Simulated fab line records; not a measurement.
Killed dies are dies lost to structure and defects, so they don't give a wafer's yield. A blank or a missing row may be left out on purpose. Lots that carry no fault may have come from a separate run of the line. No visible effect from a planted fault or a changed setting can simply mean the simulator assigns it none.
Chamber matching || flow n5-finfet || N5_STI_FIN_REVEAL_CMP_04 on cmp-04 has 4 sister chambers
The step polishes, stops on Si3N4, t overpolish 4 s, target thk 131.83 nm. 16 wafers are shown with their chamber, then 8 later ones without.

## WAFERS WITH THEIR CHAMBER
{"wafer": "L076.2", "chamber": 0, "motor-current-A (A)": 8.9, "time-to-endpoint-s (s)": 107, "overpolish-run-s (s)": 4.001}
{"wafer": "L076.4", "chamber": 1, "motor-current-A (A)": 8.6, "time-to-endpoint-s (s)": 105, "overpolish-run-s (s)": 3.992}
{"wafer": "L076.5", "chamber": 3, "motor-current-A (A)": 8.0, "time-to-endpoint-s (s)": 112, "overpolish-run-s (s)": 4.004}
{"wafer": "L077.3", "chamber": 1, "motor-current-A (A)": 8.7, "time-to-endpoint-s (s)": 103, "overpolish-run-s (s)": 4.007}
{"wafer": "L077.5", "chamber": 0, "motor-current-A (A)": 8.9, "time-to-endpoint-s (s)": 105, "overpolish-run-s (s)": 3.998}
{"wafer": "L077.6", "chamber": 1, "motor-current-A (A)": 8.2, "time-to-endpoint-s (s)": 102, "overpolish-run-s (s)": 4.004}
{"wafer": "L083.2", "chamber": 2, "motor-current-A (A)": 8.8, "time-to-endpoint-s (s)": 109, "overpolish-run-s (s)": 4.010}
{"wafer": "L083.5", "chamber": 0, "motor-current-A (A)": 8.6, "time-to-endpoint-s (s)": 114, "overpolish-run-s (s)": 4.008}
{"wafer": "L083.6", "chamber": 1, "motor-current-A (A)": 9.0, "time-to-endpoint-s (s)": 111, "overpolish-run-s (s)": 3.996}
{"wafer": "L085.2", "chamber": 2, "motor-current-A (A)": 9.0, "time-to-endpoint-s (s)": 107, "overpolish-run-s (s)": 4.007}
{"wafer": "L085.5", "chamber": 2, "motor-current-A (A)": 8.7, "time-to-endpoint-s (s)": 104, "overpolish-run-s (s)": 3.994}
{"wafer": "L085.6", "chamber": 1, "motor-current-A (A)": 8.6, "time-to-endpoint-s (s)": 106, "overpolish-run-s (s)": 3.977}
{"wafer": "L086.3", "chamber": 0, "motor-current-A (A)": 8.8, "time-to-endpoint-s (s)": 110, "overpolish-run-s (s)": 3.996}
{"wafer": "L086.4", "chamber": 1, "motor-current-A (A)": 8.5, "time-to-endpoint-s (s)": 104, "overpolish-run-s (s)": 3.998}
{"wafer": "L086.5", "chamber": 0, "motor-current-A (A)": 8.7, "time-to-endpoint-s (s)": 110, "overpolish-run-s (s)": 3.990}
{"wafer": "L088.2", "chamber": 0, "motor-current-A (A)": 9.1, "time-to-endpoint-s (s)": 107, "overpolish-run-s (s)": 3.984}

SIGNATURES (means of the wafers above)
{"reading": "motor-current-A", "chamber 0": 8.833, "chamber 1": 8.600, "chamber 2": 8.833, "chamber 3": 8.000, "scatter within a chamber": 0.212}
{"reading": "time-to-endpoint-s", "chamber 0": 108.83, "chamber 1": 105.17, "chamber 2": 106.67, "chamber 3": 112.00, "scatter within a chamber": 3.09}
{"reading": "overpolish-run-s", "chamber 0": 3.99617, "chamber 1": 3.99567, "chamber 2": 4.00367, "chamber 3": 4.00400, "scatter within a chamber": 0.00941}
Rule: for each reading, subtract the chamber's mean from the wafer's reading, divide by that reading's scatter and square the result; add these up over the readings and take the root, which gives the wafer's distance from the chamber. If the next closest chamber is less than 2 further off than the closest, the wafer can't be placed; otherwise it belongs to the closest. The scatter is the square root of a quotient: the sum, over the shown wafers, of each reading's squared deviation from its chamber's mean, divided by wafers minus chambers.

## WAFERS MISSING THEIR CHAMBER
{"wafer": "L088.3", "motor-current-A (A)": 8.4, "time-to-endpoint-s (s)": 106, "overpolish-run-s (s)": 3.999}
{"wafer": "L088.5", "motor-current-A (A)": 8.4, "time-to-endpoint-s (s)": 108, "overpolish-run-s (s)": 3.995}
{"wafer": "L091.3", "motor-current-A (A)": 8.7, "time-to-endpoint-s (s)": 106, "overpolish-run-s (s)": 3.998}
{"wafer": "L091.4", "motor-current-A (A)": 9.2, "time-to-endpoint-s (s)": 108, "overpolish-run-s (s)": 3.979}
{"wafer": "L091.6", "motor-current-A (A)": 9.4, "time-to-endpoint-s (s)": 109, "overpolish-run-s (s)": 4.007}
{"wafer": "L093.1", "motor-current-A (A)": 8.5, "time-to-endpoint-s (s)": 118, "overpolish-run-s (s)": 4.001}
{"wafer": "L093.4", "motor-current-A (A)": 8.7, "time-to-endpoint-s (s)": 110, "overpolish-run-s (s)": 4.001}
{"wafer": "L093.6", "motor-current-A (A)": 9.2, "time-to-endpoint-s (s)": 113, "overpolish-run-s (s)": 3.994}

## CHAMBER TAKEN BY EACH
{"wafer": "L088.3", "from the rows above": "can't be placed: 1 or 2 or 0 or 3", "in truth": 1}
{"wafer": "L088.5", "from the rows above": "can't be placed: 1 or 0 or 2 or 3", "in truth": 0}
{"wafer": "L091.3", "from the rows above": "can't be placed: 1 or 2 or 0", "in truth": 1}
{"wafer": "L091.4", "from the rows above": "can't be placed: 0 or 2 or 1", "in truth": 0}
{"wafer": "L091.6", "from the rows above": "can't be placed: 2 or 0 or 1", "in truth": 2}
{"wafer": "L093.1", "from the rows above": "can't be placed: 3 or 0 or 2 or 1", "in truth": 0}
{"wafer": "L093.4", "from the rows above": "can't be placed: 0 or 2 or 1", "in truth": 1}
{"wafer": "L093.6", "from the rows above": "can't be placed: 0 or 2 or 1", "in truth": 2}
Correct placement for 0 of the 8. From these rows, 8 cannot be placed; in 8 the true chamber is one of the candidates. Number placed wrongly: 0.
